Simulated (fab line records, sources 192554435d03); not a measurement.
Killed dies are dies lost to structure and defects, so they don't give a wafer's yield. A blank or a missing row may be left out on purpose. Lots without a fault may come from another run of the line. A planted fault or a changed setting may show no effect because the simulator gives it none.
fab line records | flow n5_finfet
record lots=15 wafers=45 last_day=18
route steps=1938 shown BEOL_M13@1704 BEOL_M14@1716
lots that met no fault: from a run of the same line without faults
start_h: hours from the record's first day to the start of the lot's first wafer shown | wait_h: hours since the lot's step before | " the same as in the row above | L1.1+2: a row that stands for several wafers | - no value, or no start given | * or withheld: withheld | < > ~ a bound
route shown NAME@n: a module of which the file shows steps, and the number in the route of the first | usual: mean/standard deviation of fault-free wafers | same: alike in all rows | chamber/n: place in a boat | sites: the reading at each site | _std_site: their standard deviation | _edge_site: outer sites' mean less inner sites' | radius_mm: how far each site lies from the wafer's centre | mask NAME#n: copy n | behind: the tool/chamber that last shaped the wafer | hold: why the lot was held/for how many hours/how that ended | device: the transistor (n, p or np) that didn't switch | end of line: the same wafers' tests at the end of the route | a step without rows: its recipe alone | killed: dies lost to structure and defects at the first sort, not the wafer's yield | map: a wafer's dies, x killed, . not, _ none there
set.NAME: the setting as run; set.NAME@STEP: as run at that earlier step | model.NAME: the simulator's own value behind a step, which no gauge read
steps of the route over a sample of lots; a table a step, a row a wafer
services: from which hour (start_h, from the record's first day; less than 0 if before it) a tool's chamber was out of use, for how many hours, and why
## steps
# step N5_BEOL_M13_PRE_CLEAN_42
# recipe gas=H2/He time_s=30 temp_c=250
# usual heater_power_w=316/29
# columns lot.wafer tool chamber start_h wait_h heater_power_w
L920.1 pvd_sputter-02 - 264.54 0.0 322
L920.3 " - " " 281
L920.6 " - " " 372
L924.1 pvd_sputter-02 - 268.39 0.0 324
L924.4 " - " " 330
L924.6 " - " " 323
L922.1 pvd_sputter-01 - 271.25 0.0 345
L922.3 " - " " 280
L922.6 " - " " 343
L923.1 pvd_sputter-02 - 278.19 0.0 320
L923.4 " - " " 377
L923.5 " - " " 330
L925.1 pvd_sputter-03 - 279.50 0.0 290
L925.3 " - " " 294
L925.5 " - " " 344
L927.1 pvd_sputter-03 - 300.07 0.0 333
L927.5 " - " " 290
L927.6 " - " " 315
L929.2 pvd_sputter-01 - 315.49 0.0 314
L929.4 " - " " 348
L929.5 " - " " 272
L931.1 pvd_sputter-03 - 316.08 0.0 312
L931.2 " - " " 332
L931.3 " - " " 284
L930.2 pvd_sputter-01 - 325.94 0.0 309
L930.4 " - " " 270
L930.6 " - " " 270
L933.1 pvd_sputter-02 - 328.24 0.0 375
L933.4 " - " " 366
L933.6 " - " " 331
L932.1 pvd_sputter-02 - 331.28 0.0 286
L932.2 " - " " 381
L932.6 " - " " 371
L939.1 pvd_sputter-03 - 368.17 0.0 334
L939.3 " - " " 323
L939.4 " - " " 289
L941.3 pvd_sputter-03 - 385.59 0.0 340
L941.4 " - " " 281
L941.5 " - " " 284
L940.2 pvd_sputter-03 - 385.91 0.0 334
L940.3 " - " " 283
L940.4 " - " " 291
L942.2 pvd_sputter-03 - 392.85 0.0 332
L942.3 " - " " 300
L942.4 " - " " 290
# step N5_BEOL_M13_ANNEAL_48
# recipe temp_c=225 time_s=90 ambient=N2
# usual wafer_temp_C_max=226.30/0.26
# columns lot.wafer tool chamber start_h wait_h wafer_temp_C_max
L920.1 rtp_anneal-01 0 266.51 1.6 226.53
L920.3 " 0 " " 226.25
L920.6 " 0 " " 226.73
L924.1 rtp_anneal-01 0 268.87 0.1 226.40
L924.4 " 0 " " 226.38
L924.6 " 0 " " 226.12
L922.1 rtp_anneal-02 0 272.66 1.1 227.08
L922.3 " 0 " " 226.56
L922.6 " 0 " " 225.78
L923.1 rtp_anneal-01 0 278.69 0.1 226.45
L923.4 " 0 " " 226.29
L923.5 " 0 " " 226.30
L925.1 rtp_anneal-02 0 280.42 0.3 226.13
L925.3 " 0 " " 226.48
L925.5 " 0 " " 226.14
L927.1 rtp_anneal-02 0 300.63 0.2 226.49
L927.5 " 0 " " 226.75
L927.6 " 0 " " 226.12
L929.2 rtp_anneal-02 0 316.01 0.2 226.32
L929.4 " 0 " " 226.16
L929.5 " 0 " " 226.44
L931.1 rtp_anneal-02 0 316.81 0.4 226.25
L931.2 " 0 " " 226.47
L931.3 " 0 " " 226.20
L930.2 rtp_anneal-01 0 326.46 0.2 226.13
L930.4 " 0 " " 225.79
L930.6 " 0 " " 226.22
L933.1 rtp_anneal-01 0 328.89 0.3 226.23
L933.4 " 0 " " 226.20
L933.6 " 0 " " 226.10
L932.1 rtp_anneal-01 0 331.82 0.2 226.52
L932.2 " 0 " " 226.26
L932.6 " 0 " " 226.18
L939.1 rtp_anneal-01 0 368.80 0.3 226.23
L939.3 " 0 " " 225.86
L939.4 " 0 " " 226.41
L941.3 rtp_anneal-01 0 387.06 1.1 226.12
L941.4 " 0 " " 226.35
L941.5 " 0 " " 226.14
L940.2 rtp_anneal-02 0 387.33 1.1 226.53
L940.3 " 0 " " 225.93
L940.4 " 0 " " 225.98
L942.2 rtp_anneal-01 0 393.39 0.2 225.89
L942.3 " 0 " " 226.20
L942.4 " 0 " " 226.25
# step N5_BEOL_M14_ILD_DEP_00
# recipe material=SiO2 target_thk_a=11193 temp_c=400 precursor=TEOS/O2 pressure_torr=6.5 rf_w=900 teos_flow_sccm=161.4 gas=O2 flow_sccm=2650 time_s=237.4
# usual heater_power_w=590/140 showerhead_plenum_p_Torr=8.349/0.026 showerhead_vpp_V=1850/100 throttle_valve_pct=18.5/1.1
# columns lot.wafer tool chamber start_h wait_h heater_power_w showerhead_plenum_p_Torr showerhead_vpp_V throttle_valve_pct
L920.1 pecvd-03 1 267.29 0.0 462 8.342 1821 20.9
L920.3 " 0 " " 454 8.359 1884 20.2
L920.6 " 0 " " 329 8.360 1898 19.9
L924.1 pecvd-03 0 269.67 0.0 424 8.354 1922 19.9
L924.4 " 2 " " 776 8.351 1927 18.5
L924.6 " 0 " " 451 8.350 1924 20.3
L922.1 pecvd-02 1 273.45 0.0 665 8.321 1780 18.6
L922.3 " 0 " " 542 8.356 1766 18.6
L922.6 " 0 " " 590 8.333 1794 18.7
L923.1 pecvd-04 2 279.47 0.0 703 8.331 1646 17.4
L923.4 " 1 " " 654 8.308 1842 18.3
L923.5 " 0 " " 592 8.413 2013 17.1
L925.1 pecvd-03 0 281.23 0.0 444 8.350 1912 19.9
L925.3 " 0 " " 336 8.360 1857 19.7
L925.5 " 0 " " 398 8.347 1882 19.8
L927.1 pecvd-03 0 301.41 0.0 448 8.335 1913 20.0
L927.5 " 1 " " 496 8.331 1827 20.5
L927.6 " 0 " " 332 8.347 1913 20.1
L929.2 pecvd-03 2 316.75 0.0 766 8.345 1940 18.9
L929.4 " 2 " " 620 8.343 1928 19.0
L929.5 " 0 " " 422 8.355 1905 20.1
L931.1 pecvd-02 1 317.78 0.0 729 8.340 1811 18.9
L931.2 " 0 " " 471 8.363 1799 18.5
L931.3 " 2 " " 441 8.388 1886 17.4
L930.2 pecvd-04 0 327.20 0.0 628 8.367 1984 17.3
L930.4 " 0 " " 693 8.383 2006 17.3
L930.6 " 1 " " 803 8.307 1801 17.8
L933.1 pecvd-02 1 329.67 0.0 731 8.347 1787 18.8
L933.4 " 2 " " 340 8.365 1935 17.3
L933.6 " 0 " " 587 8.353 1776 18.4
L932.1 pecvd-04 1 332.60 0.0 818 8.283 1861 17.9
L932.2 " 0 " " 722 8.372 1975 17.1
L932.6 " 1 " " 642 8.292 1857 18.0
L939.1 pecvd-04 2 369.58 0.0 642 8.330 1641 17.2
L939.3 " 1 " " 788 8.300 1852 18.0
L939.4 " 1 " " 836 8.302 1824 17.9
L941.3 pecvd-04 2 387.80 0.0 704 8.332 1648 17.3
L941.4 " 0 " " 749 8.425 1978 17.1
L941.5 " 2 " " 557 8.333 1656 17.2
L940.2 pecvd-04 0 388.09 0.0 734 8.398 1976 17.1
L940.3 " 1 " " 759 8.312 1839 18.1
L940.4 " 2 " " 705 8.355 1649 17.2
L942.2 pecvd-03 2 394.13 0.0 665 8.357 1981 19.2
L942.3 " 0 " " 474 8.339 1935 19.7
L942.4 " 2 " " 771 8.328 1917 19.1
# step N5_BEOL_M14_EXPOSE_07
# recipe mask_id=V13 na=0.8 source_shape=annular sigma_inner=0.5 sigma_outer=0.8 polarization=unpolarized attpsm_phase_deg=180 dose_mj=57
# usual exposure_dose_mJ_cm2=56.97/0.052 focus_offset_nm=0.1/0.54
# columns lot.wafer tool chamber start_h wait_h mask exposure_dose_mJ_cm2 focus_offset_nm
L920.1 krf_scanner-01 0 267.73 - V13#0 56.94 0.9
L920.3 " 0 " " V13#0 56.91 -0.3
L920.6 " 0 " " V13#0 56.88 0.8
L924.1 krf_scanner-01 0 270.12 - V13#0 57.01 -0.5
L924.4 " 0 " " V13#0 57.03 0.1
L924.6 " 0 " " V13#0 56.96 -0.5
L922.1 krf_scanner-02 0 273.89 - V13#0 56.96 0.6
L922.3 " 0 " " V13#0 56.99 0.3
L922.6 " 0 " " V13#0 56.98 1.1
L923.1 krf_scanner-02 0 279.79 - V13#0 56.98 -0.1
L923.4 " 0 " " V13#0 56.99 -0.1
L923.5 " 0 " " V13#0 57.06 0.1
L925.1 krf_scanner-02 0 281.63 - V13#0 56.93 -0.2
L925.3 " 0 " " V13#0 56.96 0.1
L925.5 " 0 " " V13#0 56.92 -0.3
L927.1 krf_scanner-01 0 301.73 - V13#0 57.00 0.2
L927.5 " 0 " " V13#0 56.95 0.2
L927.6 " 0 " " V13#0 56.91 0.4
L929.2 krf_scanner-02 0 317.20 - V13#0 56.92 0.5
L929.4 " 0 " " V13#0 56.93 0.3
L929.5 " 0 " " V13#0 56.94 -0.2
L931.1 krf_scanner-01 0 318.22 - V13#0 57.09 -0.4
L931.2 " 0 " " V13#0 57.00 -1.3
L931.3 " 0 " " V13#0 57.00 -0.6
L930.2 krf_scanner-02 - 327.65 - V13#0 - -
L930.4 " - " " V13#0 - -
L930.6 " - " " V13#0 - -
L933.1 krf_scanner-02 - 329.99 - V13#0 - -
L933.4 " - " " V13#0 - -
L933.6 " - " " V13#0 - -
L932.1 krf_scanner-02 - 332.92 - V13#0 - -
L932.2 " - " " V13#0 - -
L932.6 " - " " V13#0 - -
L939.1 krf_scanner-02 0 370.03 - V13#0 56.97 0.3
L939.3 " 0 " " V13#0 56.91 -0.6
L939.4 " 0 " " V13#0 56.96 -0.3
L941.3 krf_scanner-01 0 388.26 - V13#0 56.95 -0.1
L941.4 " 0 " " V13#0 57.02 -0.2
L941.5 " 0 " " V13#0 57.07 0.0
L940.2 krf_scanner-01 0 388.41 - V13#0 57.03 0.7
L940.3 " 0 " " V13#0 57.05 -0.4
L940.4 " 0 " " V13#0 56.98 0.6
L942.2 krf_scanner-02 0 394.53 - V13#0 57.02 0.5
L942.3 " 0 " " V13#0 57.01 0.4
L942.4 " 0 " " V13#0 56.96 0.0
## services
# columns tool chamber start_h hours kind
pecvd-03 0 253.32 2.1 scheduled_down
pecvd-02 2 260.86 - calibration
krf_scanner-02 0 269.89 - calibration
pecvd-03 1 280.50 2.5 repair
krf_scanner-01 - 301.17 0.5 repair
krf_scanner-02 - 320.11 0.8 pm
pecvd-03 2 329.26 2.1 scheduled_down
krf_scanner-01 - 335.24 4.0 pm
krf_scanner-01 0 344.57 - calibration
pvd_sputter-01 - 352.67 1.6 repair
krf_scanner-02 - 359.05 1.3 pm
krf_scanner-02 - 361.65 1.0 pm
krf_scanner-01 - 363.57 1.3 repair
krf_scanner-02 - 373.34 0.3 repair
krf_scanner-01 - 375.49 1.0 pm
krf_scanner-01 - 379.55 0.5 repair
pecvd-03 1 383.62 - clean
pecvd-03 1 383.62 - consumable_replace:showerhead
pecvd-03 1 383.62 29.0 scheduled_down
pecvd-03 1 383.62 29.0 vent_cycle
krf_scanner-02 - 384.79 0.6 repair
## key
first_sign step=N5_BEOL_M14_EXPOSE_07 reading=tool_record direction=missing
effect none on later readings
met_at N5_BEOL_M14_EXPOSE_07
struck_lots L930,L932,L933
later_rows_left_out L930.2,L930.4,L930.6,L932.1,L932.2,L932.6,L933.1,L933.4,L933.6
sort_left_out L930.2,L930.4,L930.6,L932.1,L932.2,L932.6,L933.1,L933.4,L933.6
not_acting_at N5_BEOL_M13_PRE_CLEAN_42,N5_BEOL_M13_ANNEAL_48,N5_BEOL_M14_ILD_DEP_00
onset_between 317.20 327.65
fault kind=skipped_step_whole tool=krf_scanner-02 chamber=- onset_h=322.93 steps=N5_BEOL_M14_EXPOSE_07 scope=struck_lots_only
# sort_left_out: the simulated sort isn't trusted on such a fault, so these wafers' sort isn't shown, and their yield isn't known
# later_rows_left_out: the simulator's readings of these wafers behind a module that went badly wrong aren't trusted and aren't shown, but for the sort
